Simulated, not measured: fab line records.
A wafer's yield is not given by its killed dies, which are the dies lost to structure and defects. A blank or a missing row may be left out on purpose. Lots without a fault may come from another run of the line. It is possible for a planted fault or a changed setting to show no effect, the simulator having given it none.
Split-lot trial	flow n5Finfet	21 wafers read across 7 lots, on a route 1938 steps long

THE SPLIT ITSELF
At N5_BEOL_M9_ILD_DEP_00 (deposits SiCOH lowk from DEMS/porogen, target thk 308.51 nm, time 58 s), the setting timeS was moved away from the recipe's 58 s on 8 of the 21 wafers read, by -10.1% to +8.0%. The other wafers ran this setting at the recipe's value.

FROM SPLIT TO READING: 1 step shown by the file between the two
- N5_BEOL_M9_CURE_71: cures SiCOH lowk, time 240 s

THE READING
Values of M9_ILD_THK in nm from N5_BEOL_M9_THK_MEAS_01. On this fab line, fault-free wafers typically give 267 nm with a standard deviation of 3.5 nm.

wafer	tool, chamber at the split	timeS as run, s	against the recipe	M9_ILD_THK, nm	against lot-mates on the recipe
L076.1	pecvd-03, 1	52.14	-10.1%	236	-25
L076.3	pecvd-03, 2	58	recipe	261	-
L076.5	pecvd-03, 0	52.14	-10.1%	237	-24
L081.3	pecvd-03, 1	58	recipe	270	-
L081.4	pecvd-03, 0	58	recipe	269	-
L081.6	pecvd-03, 1	58	recipe	269	-
L080.1	pecvd-02, 2	58	recipe	270	-
L080.3	pecvd-02, 1	58	recipe	267	-
L080.6	pecvd-02, 0	60.76	+4.8%	285	+16
L083.2	pecvd-04, 2	53.91	-7.1%	248	-22
L083.4	pecvd-04, 0	58	recipe	270	-
L083.5	pecvd-04, 2	53.91	-7.1%	250	-20
L096.2	pecvd-03, 1	60.64	+4.6%	272	+9
L096.4	pecvd-03, 1	60.64	+4.6%	276	+13
L096.6	pecvd-03, 0	58	recipe	263	-
L095.1	pecvd-04, 2	58	recipe	264	-
L095.3	pecvd-04, 1	58	recipe	270	-
L095.4	pecvd-04, 1	58	recipe	272	-
L097.1	pecvd-03, 1	58	recipe	267	-
L097.3	pecvd-03, 2	62.65	+8.0%	288	+18
L097.6	pecvd-03, 0	58	recipe	273	-

THE FIT
A straight line over all 21 wafers: M9_ILD_THK changes by +2.76 nm for each +1% of timeS; r = +0.96; the points scatter about the line by 3.8 nm.
The same after taking each lot's own level away (the mean of its wafers on the recipe; 21 wafers): +2.58 nm for each +1%; r = +0.98; scatter 2.5 nm.
The reading moves by 26 nm for the largest change in timeS, on that fit.
The lots' own levels span 261.0 to 270.0 nm, that is 2.6 times the standard deviation above.
The two slopes are in agreement: the lot-to-lot level therefore moves the slope only a little.
Check: with one of the wafers moved furthest among these (-10.1%) left out of the fit, the line predicts -26.5 nm for it against its lot-mates. Against them it came out at -25 nm.

THESE WAFERS: OTHER SPLITS
Other splits were also applied to these wafers ahead of the reading. Each is held against what the fit with the lots' levels taken away leaves over:
other split on the same wafers	wafers away from the commonest value	r with M9_ILD_THK (lot level and that fit taken away)
N5_BEOL_M8_PECVD_70 timeS	5	+0.15

THE WHOLE CHAIN: every reading that the file lists as answering this split, in the file's order
step	what it does	reading	change (the file's fit)	r (the file's)
N5_BEOL_M9_ILD_DEP_00	deposits SiCOH lowk from DEMS/porogen, target thk 308.51 nm, time 58 s	SiCOH_lowk_of_BEOL_M9_ILD_DEP_00.thkNm (the simulator's own value, which no gauge read)	+2.97 nm for each +1% of the setting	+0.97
N5_BEOL_M9_CURE_71	cures SiCOH lowk, time 240 s	SiCOH_lowk_of_BEOL_M9_ILD_DEP_00.thkNm (the simulator's own value, which no gauge read)	+2.62 nm for each +1% of the setting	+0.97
N5_BEOL_M9_THK_MEAS_01		M9_ILD_THK	+2.63 for each +1% of the setting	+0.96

FILE'S OWN FIT
M9_ILD_THK changes by +2.63 nm for each +1% of timeS, r = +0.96.
